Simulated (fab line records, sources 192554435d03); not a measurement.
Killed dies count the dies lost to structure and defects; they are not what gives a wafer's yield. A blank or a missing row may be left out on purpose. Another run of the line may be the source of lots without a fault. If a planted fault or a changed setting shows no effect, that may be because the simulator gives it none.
Which tool was responsible? / flow n5-finfet / 9 lots, 27 wafers sampled, at 6 steps of a route of 1938

WHAT THE GAUGES READ, wafer by wafer
N5_SD_EPI_P_INSPECT_26: inspects for defects (darkfield). Usual: raw-defect-count reads 174 (standard deviation 33).
lot=L166; measured=day 4 12:38; on=defect-inspect-02; raw-defect-count=134 157 162; flag=
lot=L168; measured=day 4 22:16; on=defect-inspect-01; raw-defect-count=222 197 193; flag=
lot=L170; measured=day 5 05:08; on=defect-inspect-02; raw-defect-count=142 159 198; flag=
lot=L172; measured=day 5 13:16; on=defect-inspect-01; raw-defect-count=185 224 166; flag=
lot=L173; measured=day 5 20:40; on=defect-inspect-02; raw-defect-count=110 179 120; flag=
lot=L175; measured=day 6 15:14; on=defect-inspect-02; raw-defect-count=262 211 139; flag=
lot=L179; measured=day 7 11:38; on=defect-inspect-02; raw-defect-count=178 163 1334; flag=OFF
lot=L181; measured=day 8 00:30; on=defect-inspect-01; raw-defect-count=175 172 166; flag=
lot=L185; measured=day 9 00:35; on=defect-inspect-01; raw-defect-count=216 166 163; flag=

N5_SD_ACTIVATION_INSPECT_02: inspects for defects (darkfield). Usual: raw-defect-count reads 174 (standard deviation 33).
lot=L166; measured=day 4 13:28; on=defect-inspect-02; raw-defect-count=135 165 168; flag=
lot=L168; measured=day 4 23:04; on=defect-inspect-01; raw-defect-count=215 189 185; flag=
lot=L170; measured=day 5 05:53; on=defect-inspect-02; raw-defect-count=147 156 179; flag=
lot=L172; measured=day 5 14:42; on=defect-inspect-02; raw-defect-count=207 253 180; flag=
lot=L173; measured=day 5 21:26; on=defect-inspect-02; raw-defect-count=116 175 127; flag=
lot=L175; measured=day 6 15:59; on=defect-inspect-02; raw-defect-count=240 208 151; flag=
lot=L179; measured=day 7 12:24; on=defect-inspect-02; raw-defect-count=168 164 1353; flag=OFF
lot=L181; measured=day 8 01:19; on=defect-inspect-02; raw-defect-count=178 170 185; flag=
lot=L185; measured=day 9 01:21; on=defect-inspect-02; raw-defect-count=220 177 171; flag=

N5_BEOL_M4_RC_MEAS_101. Usual: DIBL_N 36.0 mV/V, standard deviation 1.7; DIBL_P 36.2 mV/V, standard deviation 1.9; IOFF_N 0.154 nA/um, standard deviation 0.028; IOFF_P 0.21 nA/um, standard deviation 0.036; ION_N 675 uA/um, standard deviation 11; ION_P 463 uA/um, standard deviation 8.3; SS_N 71.4 mV/dec, standard deviation 0.63; SS_P 73.2 mV/dec, standard deviation 0.55; VT_N 250.2 mV, standard deviation 3; VT_P -251 mV, standard deviation 3.7.
lot=L166; measured=day 11 04:26; on=prober-02; DIBL_N (mV/V)=32.7 35.9 36.7; DIBL_P (mV/V)=32.2 34.8 36.0; IOFF_N (nA/um)=0.103 0.140 0.152; IOFF_P (nA/um)=0.16 0.19 0.20; ION_N (uA/um)=668 672 678; ION_P (uA/um)=463 457 458; SS_N (mV/dec)=70.7 70.7 70.6; SS_P (mV/dec)=72.2 73.0 73.6; VT_N (mV)=255.7 251.5 250.0; VT_P (mV)=-256 -255 -251; flag=
lot=L168; measured=day 11 22:34; on=prober-01; DIBL_N (mV/V)=38.5 34.9 37.2; DIBL_P (mV/V)=40.8 36.2 39.1; IOFF_N (nA/um)=0.191 0.124 0.178; IOFF_P (nA/um)=0.23 0.17 0.20; ION_N (uA/um)=689 654 700; ION_P (uA/um)=469 455 465; SS_N (mV/dec)=71.7 71.2 71.2; SS_P (mV/dec)=73.7 73.0 74.1; VT_N (mV)=247.8 255.7 246.3; VT_P (mV)=-248 -254 -252; flag=
lot=L170; measured=day 12 05:21; on=prober-01; DIBL_N (mV/V)=36.9 35.5 36.7; DIBL_P (mV/V)=37.4 35.5 36.4; IOFF_N (nA/um)=0.154 0.126 0.142; IOFF_P (nA/um)=0.20 0.18 0.18; ION_N (uA/um)=673 660 670; ION_P (uA/um)=455 455 455; SS_N (mV/dec)=71.7 72.1 71.4; SS_P (mV/dec)=73.4 72.6 73.1; VT_N (mV)=252.1 252.8 250.3; VT_P (mV)=-252 -252 -254; flag=
lot=L172; measured=day 12 18:04; on=prober-02; DIBL_N (mV/V)=35.3 37.6 35.9; DIBL_P (mV/V)=34.8 36.5 35.5; IOFF_N (nA/um)=0.139 0.168 0.142; IOFF_P (nA/um)=0.19 0.21 0.19; ION_N (uA/um)=680 674 670; ION_P (uA/um)=463 459 453; SS_N (mV/dec)=71.2 72.3 71.2; SS_P (mV/dec)=73.5 73.3 73.5; VT_N (mV)=248.6 250.2 251.0; VT_P (mV)=-253 -250 -254; flag=
lot=L173; measured=day 13 03:38; on=prober-02; DIBL_N (mV/V)=38.4 36.0 37.1; DIBL_P (mV/V)=38.3 35.2 35.5; IOFF_N (nA/um)=0.186 0.135 0.162; IOFF_P (nA/um)=0.21 0.17 0.18; ION_N (uA/um)=689 667 677; ION_P (uA/um)=457 452 456; SS_N (mV/dec)=71.5 71.5 71.9; SS_P (mV/dec)=73.9 73.1 73.5; VT_N (mV)=247.5 250.2 250.1; VT_P (mV)=-252 -253 -255; flag=
lot=L175; measured=day 13 12:22; on=prober-02; DIBL_N (mV/V)=35.6 37.3 38.7; DIBL_P (mV/V)=36.0 38.0 38.1; IOFF_N (nA/um)=0.124 0.157 0.185; IOFF_P (nA/um)=0.18 0.21 0.22; ION_N (uA/um)=651 668 668; ION_P (uA/um)=450 456 457; SS_N (mV/dec)=71.6 72.5 72.8; SS_P (mV/dec)=72.4 72.9 73.2; VT_N (mV)=252.7 251.6 248.1; VT_P (mV)=-252 -251 -249; flag=
lot=L179; measured=day 14 04:01; on=prober-01; DIBL_N (mV/V)=35.8 34.4 33.4; DIBL_P (mV/V)=35.0 34.3 32.6; IOFF_N (nA/um)=0.147 0.138 0.119; IOFF_P (nA/um)=0.18 0.18 0.16; ION_N (uA/um)=667 684 667; ION_P (uA/um)=456 466 449; SS_N (mV/dec)=71.2 71.4 71.3; SS_P (mV/dec)=73.4 73.2 72.6; VT_N (mV)=253.0 249.5 257.5; VT_P (mV)=-254 -255 -255; flag=
lot=L181; measured=day 15 03:25; on=prober-02; DIBL_N (mV/V)=37.2 39.3 36.8; DIBL_P (mV/V)=37.0 38.5 36.7; IOFF_N (nA/um)=0.177 0.221 0.175; IOFF_P (nA/um)=0.23 0.26 0.24; ION_N (uA/um)=681 682 687; ION_P (uA/um)=468 466 474; SS_N (mV/dec)=71.8 72.9 70.9; SS_P (mV/dec)=73.7 73.6 74.0; VT_N (mV)=250.5 246.6 247.1; VT_P (mV)=-249 -246 -248; flag=
lot=L185; measured=day 15 08:19; on=prober-01; DIBL_N (mV/V)=36.7 37.2 36.0; DIBL_P (mV/V)=35.6 37.2 34.8; IOFF_N (nA/um)=0.158 0.174 0.164; IOFF_P (nA/um)=0.24 0.26 0.23; ION_N (uA/um)=666 677 686; ION_P (uA/um)=465 471 477; SS_N (mV/dec)=71.5 71.2 71.5; SS_P (mV/dec)=73.4 73.7 73.0; VT_N (mV)=252.7 247.7 248.4; VT_P (mV)=-247 -243 -247; flag=

WHAT TOOL EACH LOT RAN ON (gives the tool, then ch and the chambers of the sampled wafers, and finally the start)
lot=L166; N5_SD_EPI_N_LINER_46=ald-sin-02 ch 0,1,3, day 4 08:10; N5_SD_EPI_P_ETCH_16=rie-diel-02 ch 0,3, day 4 09:31; N5_SD_ACTIVATION_LSA_01=laser-anneal-01 ch 0, day 4 13:01
lot=L168; N5_SD_EPI_N_LINER_46=ald-sin-03 ch 1,2, day 4 17:49; N5_SD_EPI_P_ETCH_16=rie-diel-06 ch 1,2,3, day 4 19:10; N5_SD_ACTIVATION_LSA_01=laser-anneal-01 ch 0, day 4 22:32
lot=L170; N5_SD_EPI_N_LINER_46=ald-sin-02 ch 0,2,3, day 5 00:40; N5_SD_EPI_P_ETCH_16=rie-diel-04 ch 1,2, day 5 02:02; N5_SD_ACTIVATION_LSA_01=laser-anneal-02 ch 0, day 5 05:22
lot=L172; N5_SD_EPI_N_LINER_46=ald-sin-03 ch 2,3, day 5 08:55; N5_SD_EPI_P_ETCH_16=rie-diel-04 ch 1,2,3, day 5 10:08; N5_SD_ACTIVATION_LSA_01=laser-anneal-02 ch 0, day 5 14:05
lot=L173; N5_SD_EPI_N_LINER_46=ald-sin-02 ch 0,1,3, day 5 16:19; N5_SD_EPI_P_ETCH_16=rie-diel-04 ch 1,2,3, day 5 17:34; N5_SD_ACTIVATION_LSA_01=laser-anneal-01 ch 0, day 5 20:55
lot=L175; N5_SD_EPI_N_LINER_46=ald-sin-03 ch 0,1,3, day 6 09:38; N5_SD_EPI_P_ETCH_16=rie-diel-06 ch 1,2,3, day 6 11:17; N5_SD_ACTIVATION_LSA_01=laser-anneal-01 ch 0, day 6 15:29
lot=L179; N5_SD_EPI_N_LINER_46=ald-sin-02 ch 0,1,2, day 7 06:58; N5_SD_EPI_P_ETCH_16=rie-diel-04 ch 0,1,2, day 7 08:31; N5_SD_ACTIVATION_LSA_01=laser-anneal-01 ch 0, day 7 11:54
lot=L181; N5_SD_EPI_N_LINER_46=ald-sin-01 ch 0,1,2, day 7 18:53; N5_SD_EPI_P_ETCH_16=rie-diel-02 ch 0,1,2, day 7 20:32; N5_SD_ACTIVATION_LSA_01=laser-anneal-01 ch 0, day 8 00:47
lot=L185; N5_SD_EPI_N_LINER_46=ald-sin-01 ch 0,1,2, day 8 19:18; N5_SD_EPI_P_ETCH_16=rie-diel-02 ch 1,2,3, day 8 20:39; N5_SD_ACTIVATION_LSA_01=laser-anneal-02 ch 0, day 9 00:51
- N5_SD_EPI_N_LINER_46: material SiNx, target thk 3 nm.
- N5_SD_EPI_P_ETCH_16: etches SiO2 in CHF3/O2, target depth 5 nm.
- N5_SD_ACTIVATION_LSA_01: time 0.0008 s.

AS READ BY THE TOOLS THEMSELVES (means over the sampled wafers that have a number; for cases with no such wafer, the mark the record gives instead)
N5_SD_EPI_N_LINER_46. Usual: heater-power-w reads 825 W (standard deviation 75).
lot=L166; tool=ald-sin-02; heater-power-w (W)=837; flag=
lot=L168; tool=ald-sin-03; heater-power-w (W)=809; flag=
lot=L170; tool=ald-sin-02; heater-power-w (W)=800; flag=
lot=L172; tool=ald-sin-03; heater-power-w (W)=853; flag=
lot=L173; tool=ald-sin-02; heater-power-w (W)=818; flag=
lot=L175; tool=ald-sin-03; heater-power-w (W)=877; flag=
lot=L179; tool=ald-sin-02; heater-power-w (W)=756; flag=
lot=L181; tool=ald-sin-01; heater-power-w (W)=848; flag=
lot=L185; tool=ald-sin-01; heater-power-w (W)=836; flag=

N5_SD_EPI_P_ETCH_16. Usual: drypump-motor-current-A 5.6 A, standard deviation 0.32; oes_f_703_au 0.75 a.u., standard deviation 0.07; oes-product-au 0.74 a.u., standard deviation 0.07; rf-vpp-V 525 V, standard deviation 12; showerhead-plenum-p-Torr 2.39 Torr, standard deviation 0.073; throttle-valve-pct 18.93 %, standard deviation 0.19.
lot=L166; tool=rie-diel-02; drypump-motor-current-A (A)=5.6; oes_f_703_au (a.u.)=0.73; oes-product-au (a.u.)=0.73; rf-vpp-V (V)=515; showerhead-plenum-p-Torr (Torr)=2.41; throttle-valve-pct (%)=19.04; flag=
lot=L168; tool=rie-diel-06; drypump-motor-current-A (A)=5.4; oes_f_703_au (a.u.)=0.76; oes-product-au (a.u.)=0.75; rf-vpp-V (V)=530; showerhead-plenum-p-Torr (Torr)=2.38; throttle-valve-pct (%)=18.99; flag=
lot=L170; tool=rie-diel-04; drypump-motor-current-A (A)=5.6; oes_f_703_au (a.u.)=0.75; oes-product-au (a.u.)=0.74; rf-vpp-V (V)=526; showerhead-plenum-p-Torr (Torr)=2.45; throttle-valve-pct (%)=19.01; flag=
lot=L172; tool=rie-diel-04; drypump-motor-current-A (A)=5.7; oes_f_703_au (a.u.)=0.73; oes-product-au (a.u.)=0.72; rf-vpp-V (V)=519; showerhead-plenum-p-Torr (Torr)=2.40; throttle-valve-pct (%)=19.03; flag=
lot=L173; tool=rie-diel-04; drypump-motor-current-A (A)=5.7; oes_f_703_au (a.u.)=0.73; oes-product-au (a.u.)=0.71; rf-vpp-V (V)=520; showerhead-plenum-p-Torr (Torr)=2.40; throttle-valve-pct (%)=19.02; flag=
lot=L175; tool=rie-diel-06; drypump-motor-current-A (A)=5.4; oes_f_703_au (a.u.)=0.75; oes-product-au (a.u.)=0.75; rf-vpp-V (V)=530; showerhead-plenum-p-Torr (Torr)=2.37; throttle-valve-pct (%)=19.02; flag=
lot=L179; tool=rie-diel-04; drypump-motor-current-A (A)=5.8; oes_f_703_au (a.u.)=0.83; oes-product-au (a.u.)=0.81; rf-vpp-V (V)=519; showerhead-plenum-p-Torr (Torr)=2.40; throttle-valve-pct (%)=18.90; flag=
lot=L181; tool=rie-diel-02; drypump-motor-current-A (A)=5.7; oes_f_703_au (a.u.)=0.70; oes-product-au (a.u.)=0.71; rf-vpp-V (V)=534; showerhead-plenum-p-Torr (Torr)=2.38; throttle-valve-pct (%)=18.85; flag=
lot=L185; tool=rie-diel-02; drypump-motor-current-A (A)=5.7; oes_f_703_au (a.u.)=0.71; oes-product-au (a.u.)=0.71; rf-vpp-V (V)=524; showerhead-plenum-p-Torr (Torr)=2.35; throttle-valve-pct (%)=18.85; flag=

N5_SD_ACTIVATION_LSA_01. Usual: wafer_temp_C_max reads 1084.7 (standard deviation 1.3).
lot=L166 tool=laser-anneal-01 wafer_temp_C_max=1084.2 flag=
lot=L168 tool=laser-anneal-01 wafer_temp_C_max=1083.2 flag=
lot=L170 tool=laser-anneal-02 wafer_temp_C_max=1085.8 flag=
lot=L172 tool=laser-anneal-02 wafer_temp_C_max=1085.8 flag=
lot=L173 tool=laser-anneal-01 wafer_temp_C_max=1084.0 flag=
lot=L175 tool=laser-anneal-01 wafer_temp_C_max=1083.8 flag=
lot=L179 tool=laser-anneal-01 wafer_temp_C_max=1084.5 flag=
lot=L181 tool=laser-anneal-01 wafer_temp_C_max=1083.4 flag=
lot=L185 tool=laser-anneal-02 wafer_temp_C_max=1085.4 flag=

THE ANSWER, worked out from the rows above alone
Rule: take the mean of a lot's wafers that have a number; if it is more than 3 standard deviations from the usual mean, the lot is off. Also off: a lot with no number at a reading for which 4 or more lots have one. The other lots that the step has rows for count as sound. Order of review: gauges by route order, followed by the tools' own readings, for which a lot's mean as printed above is used. The first step at which some lot is off is used, and at that step the reading that is off furthest; a lot without a number counts as furthest.
Off: L179, at N5_SD_EPI_P_INSPECT_26 (raw-defect-count).
If a tool, at a process step before that reading, ran all the lots that are off and no sound lot after the first of them, it fits. Those tools and the gauges at N5_SD_EPI_P_INSPECT_26 are tried in the same way. Can't be told from this: 3 tools fit, ald-sin-02 at N5_SD_EPI_N_LINER_46, rie-diel-04 at N5_SD_EPI_P_ETCH_16, defect-inspect-02 at N5_SD_EPI_P_INSPECT_26.

WHAT THE SIMULATOR HAD PUT IN
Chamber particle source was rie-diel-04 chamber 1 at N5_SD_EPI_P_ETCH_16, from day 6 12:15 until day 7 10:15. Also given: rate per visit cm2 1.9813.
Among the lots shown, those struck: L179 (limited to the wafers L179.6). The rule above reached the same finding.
